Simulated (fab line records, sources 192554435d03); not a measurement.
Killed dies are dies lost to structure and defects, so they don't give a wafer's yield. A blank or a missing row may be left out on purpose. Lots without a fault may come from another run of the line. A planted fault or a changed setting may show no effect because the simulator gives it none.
Problem report in the 8D (eight disciplines) form, filled by code | flow n5_finfet | the parts of the form that need people (team, actions taken, sign-off) are left out

1. THE PROBLEM
killed_at_M4_up at N5_PASSIVATION_PROBE_49 reads a mean of 102 on 1 wafer of 1 lot; wafers without a fault read 13 with a standard deviation of 4. That is +22 standard deviations from the usual mean.
First seen on wafer L754.5, day 17 08:40, on prober-01. The record holds 18 wafers of 6 lots with a number at this step. Rule for "out", or "out of limits": more than 4 standard deviations from the usual mean. The other wafers with a number count as sound.

2. WHAT IT IS AND WHAT IT IS NOT
question                    | is                                                                                                   | is not
which readings at this step | killed_at_M4_up, defect_limited_yield, killed_dies, sort_bin_5_function, sort_n_pass, sort_yield_pct | killed_at_M0_to_M3, killed_at_contacts, killed_at_front_end, killed_open, killed_short
which lots                  | L754                                                                                                 | L740, L741, L747, L748, L759
which wafers of those lots  | L754.5                                                                                               | L754.2, L754.3
read on which tools         | prober-01                                                                                            | prober-02
when                        | from day 17 08:40                                                                                    | up to then (14 sound wafers); but 3 sound wafers of L759 came after

3. SUSPECTS, AND WHAT RULES EACH OUT
Counting: a tool at a process step up to the reading stays a suspect if it ran every lot that is out. Sound lots after the first of them don't rule it out here, since some wafers of a struck lot are sound.
- wet_bench-04 at N5_BEOL_M5_HM_STRIP_39 (strips TiN in peroxide tin strip, target depth 25 nm, time 158 s): kept. It ran the lot that is out, L754 (day 12 21:36); its last sound lot up to then is L741 (day 9 15:10).
- rie_diel-04 at N5_PASSIVATION_DESCUM_12 (chemistry O2, time 7.9 s): kept. It ran the lot that is out, L754 (day 17 01:10).
- rie_diel-04 at N5_PASSIVATION_PASS_ETCH_74 (etches SiNx in CF4/O2, target depth 220 nm, time 110 s): kept. It ran the lot that is out, L754 (day 17 01:13).
- prober-01 at N5_PASSIVATION_PROBE_49: kept. It ran the lot that is out, L754 (day 17 08:31); its last sound lot up to then is L748 (day 15 21:38). Its own readings are out on those wafers: defect_limited_yield, killed_at_M4_up, killed_dies, sort_bin_5_function, sort_n_pass, sort_yield_pct.
- Within wet_bench-04 at N5_BEOL_M5_HM_STRIP_39: the wafers that are out ran in chamber 7; their sound lot-mates ran in chambers 0, 5.
Left after counting: wet_bench-04 at N5_BEOL_M5_HM_STRIP_39, rie_diel-04 at N5_PASSIVATION_DESCUM_12, rie_diel-04 at N5_PASSIVATION_PASS_ETCH_74, prober-01 at N5_PASSIVATION_PROBE_49.

4. THE CAUSE (what the simulator had put in)
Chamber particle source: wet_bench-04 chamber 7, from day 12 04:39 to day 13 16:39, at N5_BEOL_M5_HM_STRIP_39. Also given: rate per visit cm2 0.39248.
Counting left 4 suspects, and this tool is among them.

5. THE CHAIN OF EFFECTS, in route order
Each row: a reading whose mean over the struck wafers that have a number lies more than 3 standard deviations from the usual. Only readings for which the record gives a usual standard deviation are gone through. hours: the time from each lot's start at the first step in this table that gives one to its start at this step, as a median over the lots. sigmas: the change in usual standard deviations.
hours | step                    | reading              | usual  | on struck wafers | change | sigmas
0     | N5_PASSIVATION_PROBE_49 | defect_limited_yield | 91.5 % | 83.1             | -8.4   | -6.5
0     | N5_PASSIVATION_PROBE_49 | killed_at_M4_up      | 13     | 102              | +89    | +22
0     | N5_PASSIVATION_PROBE_49 | killed_dies          | 100    | 199              | +99    | +6.6
0     | N5_PASSIVATION_PROBE_49 | sort_bin_5_function  | 5.0 %  | 10.7             | +5.7   | +6.4
0     | N5_PASSIVATION_PROBE_49 | sort_bin_6_memory    | 3.2 %  | 5.3              | +2.1   | +3.6
0     | N5_PASSIVATION_PROBE_49 | sort_n_pass          | 1080   | 981              | -99    | -6.6
0     | N5_PASSIVATION_PROBE_49 | sort_yield_pct       | 91.5 % | 83.1             | -8.4   | -6.5
The process steps in it:
- N5_PASSIVATION_PROBE_49

6. WHAT WOULD HAVE CAUGHT IT SOONER
In this record the first reading out of limits was taken at day 17 08:40, 124 hours after the fault began at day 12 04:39.
Of the tool readings at N5_BEOL_M5_HM_STRIP_39 for which the record gives a usual standard deviation, none was out on any struck wafer, so an alarm limit of 4 standard deviations on them would not have fired.
All the lots that are out (1) had begun N5_BEOL_M5_HM_STRIP_39 on wet_bench-04 by day 17 08:40. A hold on the tool at that time would have spared none of them.
